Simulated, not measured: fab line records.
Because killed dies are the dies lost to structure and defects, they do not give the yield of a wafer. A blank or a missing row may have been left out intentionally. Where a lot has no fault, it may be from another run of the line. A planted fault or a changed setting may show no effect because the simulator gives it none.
2 desks, one fault -- flow n5_finfet -- what lay behind the numbers comes last; until then each desk has only its own

## AT THE TOOL OWNER'S DESK: rie_diel-02
The tool's own readings at N5_BEOL_M2_VIA_ETCH_34 (etches the open film in C4F6/O2, target depth 69.4 nm, time 65.9 s): means of the sampled wafers that have a number, for each lot that ran on this tool. A lot is out of limits, marked OUT, if its mean lies more than 4 standard deviations from the usual mean; the brackets give that distance.
Columns: A = drypump_motor_current_A at N5_BEOL_M2_VIA_ETCH_34, usual 5.5 A; B = oes_f_703_au at N5_BEOL_M2_VIA_ETCH_34, usual 0.78 a.u.; C = oes_product_au at N5_BEOL_M2_VIA_ETCH_34, usual 0.79 a.u.; D = rf_vpp_V at N5_BEOL_M2_VIA_ETCH_34, usual 674 V; E = run_length_s at N5_BEOL_M2_VIA_ETCH_34, usual 89.2 s; F = showerhead_plenum_p_Torr at N5_BEOL_M2_VIA_ETCH_34, usual 2.89 Torr; G = throttle_valve_pct at N5_BEOL_M2_VIA_ETCH_34, usual 30.8 %
lot,first seen here,A,B,C,D,E,F,G
L378,day 9 00:25,5.5,0.79,0.80,672,89.2,2.92,30.8
L381,day 9 16:14,5.8,0.80,0.78,661,89.2,2.94,30.9
L384,day 10 17:19,5.0,0.76,0.76,674,86.2 (-9.2) OUT,2.88,30.8
L387,day 11 05:58,5.5,0.77,0.77,663,85.9 (-9.9) OUT,2.96,30.9
This desk's finding: out of limits on L384, L387; first on L384, day 10 17:19 (run_length_s at N5_BEOL_M2_VIA_ETCH_34). L378, L381 stayed within limits.

## THE METROLOGY DESK
What the gauges read, lot by lot, whatever tool the lot ran on: means of the sampled wafers that have a number. A lot is out of limits, marked OUT, if its mean lies more than 4 standard deviations from the usual mean; the brackets give that distance.
Columns: A = cd_nm at N5_BEOL_M2_CD_MEAS_18, usual 17.9 nm
lot,first seen here,A
L373,day 7 07:41,17.8
L372,day 7 08:17,18.5
L374,day 7 21:53,17.9
L376,day 8 06:56,17.2
L379,day 8 17:56,17.6
L378,day 8 22:08,18.3
L380,day 9 02:59,18.2
L381,day 9 12:40,18.3
L384,day 10 06:18,17.8
L386,day 10 20:57,17.7
L387,day 11 02:40,18.3
L389,day 11 16:56,17.4
L391,day 11 21:58,17.5
Finding of this desk: none of the 13 lots has anything out of limits.

## BROUGHT TOGETHER
The tool owner's desk could have raised an alarm at day 10 17:19, on L384, L387.
Nothing out of limits was seen by the metrology desk.
The metrology desk holds a record of L384, L387, inside its limits.
All the named lots went through N5_BEOL_M2_VIA_ETCH_34 on rie_diel-02.

## WHAT THE SIMULATOR PUT IN
Process parameter drift: rie_diel-02, from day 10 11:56 on, at N5_BEOL_M2_VIA_ETCH_34. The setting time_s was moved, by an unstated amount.
Shown lots that were struck: L384, L387.
Each desk's first reading out of limits, in hours after the fault started: the tool owner's desk, 5.
